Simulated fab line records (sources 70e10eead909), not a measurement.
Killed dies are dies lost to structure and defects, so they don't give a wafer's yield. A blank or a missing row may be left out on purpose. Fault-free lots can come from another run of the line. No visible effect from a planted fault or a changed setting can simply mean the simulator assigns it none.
Matching of chambers ; flow nand_harc ; NHARC_P_M0_ETCH_34 on rie_diel-02 has 4 sister chambers
The step etches the open film in N2/H2, target depth 40 nm, overetch 12 nm, time 43.94 s. 16 wafers are shown with their chamber, then 8 later ones without.

EACH WAFER AND ITS CHAMBER
wafer;chamber;showerhead_plenum_p_Torr (Torr);rf_vpp_V (V);oes_product_au (a.u.)
L075.1;1;2.07;431.5;0.991
L075.3;3;2.14;431.7;0.997
L075.4;0;2.14;433.7;0.993
L077.3;2;2.08;431.5;0.991
L077.5;0;2.14;434.2;0.993
L077.6;3;2.14;434.2;1.013
L082.3;2;2.07;431.7;0.987
L082.5;0;2.13;434.0;0.995
L082.6;3;2.13;434.7;1.020
L088.3;0;2.12;433.8;1.002
L088.4;3;2.13;432.6;1.012
L088.6;2;2.07;430.8;0.990
L089.3;2;2.07;431.5;0.997
L089.4;3;2.13;432.9;1.005
L089.5;2;2.07;430.1;0.993
L090.2;3;2.12;432.7;1.001

SIGNATURES, as means of the wafers listed above
reading;chamber 0;chamber 1;chamber 2;chamber 3;scatter within a chamber
showerhead_plenum_p_Torr;2.1325;2.0700;2.0720;2.1317;0.00729
rf_vpp_V;433.925;431.500;431.120;433.133;0.821
oes_product_au;0.99575;0.99100;0.99160;1.00800;0.00628
Rule: distance of a wafer from a chamber = root of the sum over the readings of ((wafer's reading minus chamber's mean) / reading's scatter) squared. If the next closest chamber is less than 2 further off than the closest, the wafer can't be placed; otherwise it belongs to the closest. How the scatter is found: for the shown wafers, subtract from each reading the mean of its chamber, square and add these, divide the total by (wafers less chambers), then take the root.

WAFERS MISSING THEIR CHAMBER
wafer;showerhead_plenum_p_Torr (Torr);rf_vpp_V (V);oes_product_au (a.u.)
L090.3;2.06;430.7;0.993
L090.6;2.05;431.7;1.006
L092.3;2.12;432.9;1.004
L092.4;2.06;430.8;0.995
L092.5;2.12;433.5;1.006
L095.2;2.06;431.9;0.989
L095.4;2.11;432.6;1.003
L095.5;2.06;431.1;0.991

WHICH CHAMBER EACH ONE RAN IN
wafer;from the rows above;in truth
L090.3;can't be placed: 1 or 2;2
L090.6;can't be placed: 1 or 2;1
L092.3;can't be placed: 3 or 0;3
L092.4;can't be placed: 1 or 2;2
L092.5;can't be placed: 3 or 0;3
L095.2;can't be placed: 1 or 2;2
L095.4;can't be placed: 3 or 0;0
L095.5;can't be placed: 1 or 2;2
Placed correctly: 0 of 8. Cannot be placed on the basis of these rows: 8; the candidates contain the true chamber in 8. Wrongly placed: 0.
